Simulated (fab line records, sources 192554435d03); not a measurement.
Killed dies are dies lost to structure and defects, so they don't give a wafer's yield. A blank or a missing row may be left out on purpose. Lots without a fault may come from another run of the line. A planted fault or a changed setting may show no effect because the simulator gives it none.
Chamber matching | flow n5_finfet | N5_SPACER0_ALD_00 on ald_sin-01: 4 sister chambers
The step deposits SiOCN, target thk 3.5 nm, pulse time 3 s, purge time 2 s. 18 wafers are shown with their chamber, then 9 later ones without.

WAFERS WITH THEIR CHAMBER
wafer  | chamber | heater_power_w (W) | precursor_pulse_height_rel
L074.1 | 0       | 799                | 0.996
L074.2 | 1       | 878                | 0.966
L074.3 | 3       | 864                | 1.025
L074.4 | 2       | 1016               | 0.991
L074.5 | 0       | 800                | 1.015
L074.6 | 3       | 862                | 1.012
L076.1 | 3       | 837                | 1.001
L076.2 | 2       | 984                | 1.023
L076.4 | 0       | 821                | 1.000
L080.3 | 2       | 992                | 0.989
L080.4 | 1       | 893                | 0.992
L080.6 | 2       | 987                | 1.022
L083.3 | 3       | 828                | 0.992
L083.4 | 1       | 887                | 1.016
L083.6 | 2       | 978                | 1.012
L094.1 | 1       | 879                | 1.006
L094.2 | 3       | 784                | 0.988
L094.3 | 2       | 967                | 1.028

SIGNATURES (means of the wafers above)
reading                    | chamber 0 | chamber 1 | chamber 2 | chamber 3 | scatter within a chamber
heater_power_w             | 806.67    | 884.25    | 987.33    | 835.00    | 20.8
precursor_pulse_height_rel | 1.00367   | 0.99500   | 1.01083   | 1.00360   | 0.0168
Rule: a wafer's distance from a chamber is the root of the sum, over the readings, of the square of ((its reading less the chamber's mean) divided by the reading's scatter). The wafer belongs to the nearest chamber; if the next one is less than 2 further off, it can't be placed. The scatter: the root of (the sum of the squares of (reading less its chamber's mean) over the shown wafers, divided by (wafers less chambers)).

WAFERS WITHOUT THEIR CHAMBER
wafer  | heater_power_w (W) | precursor_pulse_height_rel
L094.4 | 990                | 0.980
L094.5 | 862                | 1.035
L094.6 | 796                | 1.015
L096.1 | 788                | 1.002
L096.2 | 887                | 0.997
L096.3 | 962                | 0.991
L096.4 | 775                | 1.010
L096.5 | 790                | 0.995
L096.6 | 996                | 0.991

WHICH CHAMBER EACH WENT THROUGH
wafer  | from the rows above          | in truth
L094.4 | 2                            | 2
L094.5 | can't be placed: 3 or 1 or 0 | 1
L094.6 | can't be placed: 0 or 3      | 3
L096.1 | can't be placed: 0 or 3      | 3
L096.2 | 1                            | 1
L096.3 | 2                            | 2
L096.4 | can't be placed: 0 or 3      | 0
L096.5 | can't be placed: 0 or 3      | 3
L096.6 | 2                            | 2
Placed correctly: 4 of 9. Can't be placed from these rows: 5 (the true chamber is among the candidates in 5). Placed wrongly: 0.
